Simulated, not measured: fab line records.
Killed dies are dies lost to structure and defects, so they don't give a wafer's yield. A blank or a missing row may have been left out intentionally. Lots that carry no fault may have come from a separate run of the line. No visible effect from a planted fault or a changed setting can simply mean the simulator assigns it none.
Split-lot study / flow n5 finfet / 39 wafers read from 7 lots, route of 1938 steps

THE SPLIT ITSELF
At N5_HKMG_FIN_ETCH_58 (etches SOC in N2/H2, target depth 215.8 nm, time 741 s), the setting source w was moved away from the recipe's 875 W on 12 of the 39 wafers read, by -16.6% to +7.3%. For the rest of the wafers, this setting stayed at what the recipe calls for.

The reading comes from the split's own step.

THE READING
rf vpp V, in V, at N5_HKMG_FIN_ETCH_58 (etches SOC in N2/H2, target depth 215.8 nm, time 741 s). Fault-free wafers of this fab line usually give 99.2 V, standard deviation 1.1 V.

wafer=L074.1; tool, chamber at the split=rie diel-04, 2; source w as run, W=735.7; against the recipe=-15.9%; rf vpp V, V=105.9; against lot-mates on the recipe=+7.2
wafer=L074.2; tool, chamber at the split=rie diel-04, 0; source w as run, W=735.7; against the recipe=-15.9%; rf vpp V, V=106.3; against lot-mates on the recipe=+7.6
wafer=L074.3; tool, chamber at the split=rie diel-04, 1; source w as run, W=875; against the recipe=recipe; rf vpp V, V=99.2; against lot-mates on the recipe=-
wafer=L074.4; tool, chamber at the split=rie diel-04, 3; source w as run, W=735.7; against the recipe=-15.9%; rf vpp V, V=106.3; against lot-mates on the recipe=+7.6
wafer=L074.5; tool, chamber at the split=rie diel-04, 2; source w as run, W=875; against the recipe=recipe; rf vpp V, V=99.1; against lot-mates on the recipe=-
wafer=L074.6; tool, chamber at the split=rie diel-04, 1; source w as run, W=875; against the recipe=recipe; rf vpp V, V=97.9; against lot-mates on the recipe=-
wafer=L075.1; tool, chamber at the split=rie diel-02, 1; source w as run, W=875; against the recipe=recipe; rf vpp V, V=99.4; against lot-mates on the recipe=-
wafer=L075.2; tool, chamber at the split=rie diel-02, 2; source w as run, W=938.8; against the recipe=+7.3%; rf vpp V, V=96.9; against lot-mates on the recipe=-2.6
wafer=L075.3; tool, chamber at the split=rie diel-02, 3; source w as run, W=938.8; against the recipe=+7.3%; rf vpp V, V=97.7; against lot-mates on the recipe=-1.8
wafer=L075.4; tool, chamber at the split=rie diel-02, 0; source w as run, W=938.8; against the recipe=+7.3%; rf vpp V, V=97.4; against lot-mates on the recipe=-2.1
wafer=L075.5; tool, chamber at the split=rie diel-02, 0; source w as run, W=875; against the recipe=recipe; rf vpp V, V=99.7; against lot-mates on the recipe=-
wafer=L075.6; tool, chamber at the split=rie diel-02, 3; source w as run, W=875; against the recipe=recipe; rf vpp V, V=99.4; against lot-mates on the recipe=-
wafer=L081.1; tool, chamber at the split=rie diel-02, 0; source w as run, W=875; against the recipe=recipe; rf vpp V, V=100.6; against lot-mates on the recipe=-
wafer=L081.3; tool, chamber at the split=rie diel-02, 1; source w as run, W=875; against the recipe=recipe; rf vpp V, V=100.5; against lot-mates on the recipe=-
wafer=L081.6; tool, chamber at the split=rie diel-02, 0; source w as run, W=875; against the recipe=recipe; rf vpp V, V=99.9; against lot-mates on the recipe=-
wafer=L086.1; tool, chamber at the split=rie diel-02, 2; source w as run, W=875; against the recipe=recipe; rf vpp V, V=100.0; against lot-mates on the recipe=-
wafer=L086.2; tool, chamber at the split=rie diel-02, 0; source w as run, W=875; against the recipe=recipe; rf vpp V, V=99.1; against lot-mates on the recipe=-
wafer=L086.3; tool, chamber at the split=rie diel-02, 3; source w as run, W=875; against the recipe=recipe; rf vpp V, V=99.7; against lot-mates on the recipe=-
wafer=L086.4; tool, chamber at the split=rie diel-02, 1; source w as run, W=875; against the recipe=recipe; rf vpp V, V=100.4; against lot-mates on the recipe=-
wafer=L086.5; tool, chamber at the split=rie diel-02, 1; source w as run, W=875; against the recipe=recipe; rf vpp V, V=99.4; against lot-mates on the recipe=-
wafer=L086.6; tool, chamber at the split=rie diel-02, 0; source w as run, W=875; against the recipe=recipe; rf vpp V, V=100.5; against lot-mates on the recipe=-
wafer=L087.1; tool, chamber at the split=rie diel-04, 3; source w as run, W=800.5; against the recipe=-8.5%; rf vpp V, V=103.6; against lot-mates on the recipe=+4.5
wafer=L087.2; tool, chamber at the split=rie diel-04, 0; source w as run, W=875; against the recipe=recipe; rf vpp V, V=100.6; against lot-mates on the recipe=-
wafer=L087.3; tool, chamber at the split=rie diel-04, 1; source w as run, W=800.5; against the recipe=-8.5%; rf vpp V, V=100.5; against lot-mates on the recipe=+1.4
wafer=L087.4; tool, chamber at the split=rie diel-04, 2; source w as run, W=875; against the recipe=recipe; rf vpp V, V=97.3; against lot-mates on the recipe=-
wafer=L087.5; tool, chamber at the split=rie diel-04, 3; source w as run, W=875; against the recipe=recipe; rf vpp V, V=99.3; against lot-mates on the recipe=-
wafer=L087.6; tool, chamber at the split=rie diel-04, 0; source w as run, W=800.5; against the recipe=-8.5%; rf vpp V, V=101.5; against lot-mates on the recipe=+2.4
wafer=L092.1; tool, chamber at the split=rie diel-05, 2; source w as run, W=729.6; against the recipe=-16.6%; rf vpp V, V=104.8; against lot-mates on the recipe=+6.0
wafer=L092.2; tool, chamber at the split=rie diel-05, 0; source w as run, W=729.6; against the recipe=-16.6%; rf vpp V, V=106.2; against lot-mates on the recipe=+7.4
wafer=L092.3; tool, chamber at the split=rie diel-05, 3; source w as run, W=875; against the recipe=recipe; rf vpp V, V=100.3; against lot-mates on the recipe=-
wafer=L092.4; tool, chamber at the split=rie diel-05, 1; source w as run, W=729.6; against the recipe=-16.6%; rf vpp V, V=106.8; against lot-mates on the recipe=+8.0
wafer=L092.5; tool, chamber at the split=rie diel-05, 0; source w as run, W=875; against the recipe=recipe; rf vpp V, V=99.2; against lot-mates on the recipe=-
wafer=L092.6; tool, chamber at the split=rie diel-05, 1; source w as run, W=875; against the recipe=recipe; rf vpp V, V=97.0; against lot-mates on the recipe=-
wafer=L094.1; tool, chamber at the split=rie diel-04, 3; source w as run, W=875; against the recipe=recipe; rf vpp V, V=99.4; against lot-mates on the recipe=-
wafer=L094.2; tool, chamber at the split=rie diel-04, 2; source w as run, W=875; against the recipe=recipe; rf vpp V, V=98.2; against lot-mates on the recipe=-
wafer=L094.3; tool, chamber at the split=rie diel-04, 1; source w as run, W=875; against the recipe=recipe; rf vpp V, V=98.3; against lot-mates on the recipe=-
wafer=L094.4; tool, chamber at the split=rie diel-04, 0; source w as run, W=875; against the recipe=recipe; rf vpp V, V=98.5; against lot-mates on the recipe=-
wafer=L094.5; tool, chamber at the split=rie diel-04, 1; source w as run, W=875; against the recipe=recipe; rf vpp V, V=97.1; against lot-mates on the recipe=-
wafer=L094.6; tool, chamber at the split=rie diel-04, 2; source w as run, W=875; against the recipe=recipe; rf vpp V, V=99.7; against lot-mates on the recipe=-

FIT RESULTS
A straight line over all 39 wafers: rf vpp V changes by -0.388 V for each +1% of source w; r = -0.93; the points scatter about the line by 1.1 V.
The same after taking each lot's own level away (the mean of its wafers on the recipe; 39 wafers): -0.417 V for each +1%; r = -0.95; scatter 0.93 V.
According to that fit, moving source w by its largest amount changes the reading by 6.9 V.
The span of the lots' own levels, 98.53 to 100.33 V, comes to 1.6 times the standard deviation stated above.
Consequently the slope shifts little with the lot-to-lot level, the two slopes agreeing.
Check: +7.18 V against its lot-mates is what the line predicts for one of the wafers moved furthest among these (-16.6%) when that wafer is left out of the fit. Against them it came out at +5.97 V.
Tool readings at the split's step, against how far the setting was moved: rf vpp V r = -0.93.

THE OTHER SPLITS THESE WAFERS WENT THROUGH
These wafers also went through other splits before the reading. Each is held against what the fit with the lots' levels taken away leaves over:
other split on the same wafers=N5_FIN_CUT_CUT_ETCH_15 time s; wafers away from the commonest value=18; r with rf vpp V (lot level and that fit taken away)=+0.19
other split on the same wafers=N5_DUMMY_GATE_EXPOSE_12 dose mj; wafers away from the commonest value=15; r with rf vpp V (lot level and that fit taken away)=+0.04

THE WHOLE CHAIN: every reading that the file lists as answering this split, in the file's order
step=N5_HKMG_FIN_ETCH_58; what it does=etches SOC in N2/H2, target depth 215.8 nm, time 741 s; reading=rf vpp V; change (the file's fit)=-0.423 V for each +1% of the setting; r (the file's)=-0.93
step=N5_HKMG_FIN_ETCH_58; what it does=etches SOC in N2/H2, target depth 215.8 nm, time 741 s; reading=SOC_of_HKMG_FIN_COAT_41.thk nm (the simulator's own value, which no gauge read); change (the file's fit)=-1.71 nm for each +1% of the setting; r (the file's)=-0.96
step=N5_HKMG_FIN_ETCH_58; what it does=etches SOC in N2/H2, target depth 215.8 nm, time 741 s; reading=HKMG_FIN.feature depth nm (the simulator's own value, which no gauge read); change (the file's fit)=+1.73 nm for each +1% of the setting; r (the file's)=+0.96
step=N5_HKMG_FIN_ETCH_58; what it does=etches SOC in N2/H2, target depth 215.8 nm, time 741 s; reading=etch.depth nm (the simulator's own value, which no gauge read); change (the file's fit)=+1.73 nm for each +1% of the setting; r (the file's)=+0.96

THE FILE'S OWN FIT
rf vpp V changes by -0.423 V for each +1% of source w, r = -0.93.
